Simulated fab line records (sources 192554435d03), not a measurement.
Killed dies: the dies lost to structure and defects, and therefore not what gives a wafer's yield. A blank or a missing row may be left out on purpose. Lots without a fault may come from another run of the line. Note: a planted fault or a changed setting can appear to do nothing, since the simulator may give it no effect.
The tool behind it: which one? -- flow n5-finfet -- 24 lots, 72 wafers sampled, at 2 steps of a route of 1938

## WHAT THE GAUGES SHOWED, per wafer
N5_GATE_CUT_INSPECT_15: inspects for defects (brightfield). Usual: raw-defect-count reads 141 (standard deviation 42).
lot,measured,on,raw-defect-count,flag
L074,day 4 09:56,defect-inspect-02,143 203 241,
L075,day 4 17:10,defect-inspect-01,108 175 125,
L076,day 4 23:53,defect-inspect-01,168 182 187,
L077,day 5 06:10,defect-inspect-01,147 139 206,
L078,day 5 13:29,defect-inspect-01,162 184 125,
L079,day 5 23:17,defect-inspect-02,101 101 113,
L080,day 6 00:46,defect-inspect-02,190 136 91,
L081,day 6 07:11,defect-inspect-02,115 162 110,
L082,day 6 11:04,defect-inspect-02,200 186 107,
L083,day 6 15:33,defect-inspect-01,108 134 86,
L084,day 6 23:20,defect-inspect-02,103 122 96,
L085,day 7 11:48,defect-inspect-01,179 148 128,
L086,day 7 14:56,defect-inspect-02,139 195 176,
L087,day 7 18:13,defect-inspect-01,82 117 88,
L088,day 8 04:28,defect-inspect-01,98 169 104,
L089,day 8 07:52,defect-inspect-01,154 122 200,
L090,day 8 10:35,defect-inspect-01,112 81 113,
L091,day 8 20:17,defect-inspect-01,130 85 121,
L092,day 9 03:25,defect-inspect-02,127 129 186,
L093,day 9 07:12,defect-inspect-01,292 194 157,
L094,day 9 14:55,defect-inspect-01,104 166 87,
L095,day 9 19:32,defect-inspect-01,142 170 167,
L096,day 10 00:25,defect-inspect-02,144 149 146,
L097,day 10 07:30,defect-inspect-01,154 148 136,

## WHAT TOOL EACH LOT RAN ON (gives the tool, then ch and the chambers of the sampled wafers, and finally the start)
lot,N5_GATE_CUT_PECVD_57
L074,"pecvd-03 ch 0,1,2, day 4 08:58"
L075,"pecvd-04 ch 0,1,2, day 4 16:20"
L076,"pecvd-03 ch 1,2, day 4 22:56"
L077,"pecvd-02 ch 0,1,2, day 5 05:13"
L078,"pecvd-04 ch 0,1, day 5 12:39"
L079,"pecvd-04 ch 0,1, day 5 22:11"
L080,"pecvd-04 ch 1,2, day 5 23:56"
L081,"pecvd-04 ch 0,1,2, day 6 06:14"
L082,"pecvd-04 ch 0,1, day 6 10:07"
L083,"pecvd-03 ch 0,1, day 6 14:41"
L084,"pecvd-02 ch 1,2, day 6 22:23"
L085,"pecvd-02 ch 0,1,2, day 7 10:51"
L086,"pecvd-04 ch 0,1,2, day 7 14:07"
L087,"pecvd-03 ch 0,1,2, day 7 17:16"
L088,"pecvd-02 ch 0,1,2, day 8 03:30"
L089,"pecvd-04 ch 1,2, day 8 07:02"
L090,"pecvd-03 ch 0,2, day 8 09:46"
L091,"pecvd-02 ch 0,1,2, day 8 19:18"
L092,"pecvd-04 ch 0,1, day 9 02:28"
L093,"pecvd-02 ch 0,1, day 9 06:22"
L094,"pecvd-03 ch 0,1, day 9 14:04"
L095,"pecvd-04 ch 0,2, day 9 18:42"
L096,"pecvd-02 ch 0,1,2, day 9 23:27"
L097,"pecvd-03 ch 0,1, day 10 06:30"
- N5_GATE_CUT_PECVD_57: deposits SiNx from SiH4/NH3/N2, target thk 21 nm.

## AS READ BY THE TOOLS THEMSELVES (means over the sampled wafers that have a number; for cases with no such wafer, the mark the record gives instead)
N5_GATE_CUT_PECVD_57. Usual: heater-power-w 817 W, standard deviation 77; showerhead-plenum-p-Torr 5.18 Torr, standard deviation 0.051; throttle-valve-pct 39.9 %, standard deviation 1.7.
lot,tool,heater-power-w (W),showerhead-plenum-p-Torr (Torr),throttle-valve-pct (%),flag
L074,pecvd-03,842,5.14,39.7,
L075,pecvd-04,774,5.19,39.7,
L076,pecvd-03,839,5.08,39.2,
L077,pecvd-02,837,5.18,40.2,
L078,pecvd-04,789,5.20,40.7,
L079,pecvd-04,799,5.19,40.3,
L080,pecvd-04,829,5.18,38.6,
L081,pecvd-04,802,5.19,39.8,
L082,pecvd-04,823,5.19,40.7,
L083,pecvd-03,767,5.21,40.4,
L084,pecvd-02,754,5.19,39.0,
L085,pecvd-02,846,5.17,40.2,
L086,pecvd-04,789,5.19,39.8,
L087,pecvd-03,872,5.14,39.5,
L088,pecvd-02,808,5.18,40.4,
L089,pecvd-04,883,5.18,39.4,
L090,pecvd-03,912,5.13,39.5,
L091,pecvd-02,873,5.17,40.3,
L092,pecvd-04,756,5.20,41.2,
L093,pecvd-02,846,5.18,39.2,
L094,pecvd-03,778,5.20,40.2,
L095,pecvd-04,762,5.20,40.7,
L096,pecvd-02,834,5.17,40.3,
L097,pecvd-03,807,5.19,40.2,

## THE ANSWER, worked out from the rows above alone
Rule: lot off if the mean of its wafers having a number is beyond 3 standard deviations from the usual mean. Also off: a lot with no number at a reading for which 4 or more lots have one. The other lots that the step has rows for count as sound. First the gauges in route order, then the tools' own readings, where a lot's mean is used as printed above. At the first step where some lot is off, the reading lying furthest off is the one used; lots without a number count as furthest.
Across all readings shown, no lot is off: no conclusion can be drawn from this.

## WHAT WAS PUT IN BY THE SIMULATOR
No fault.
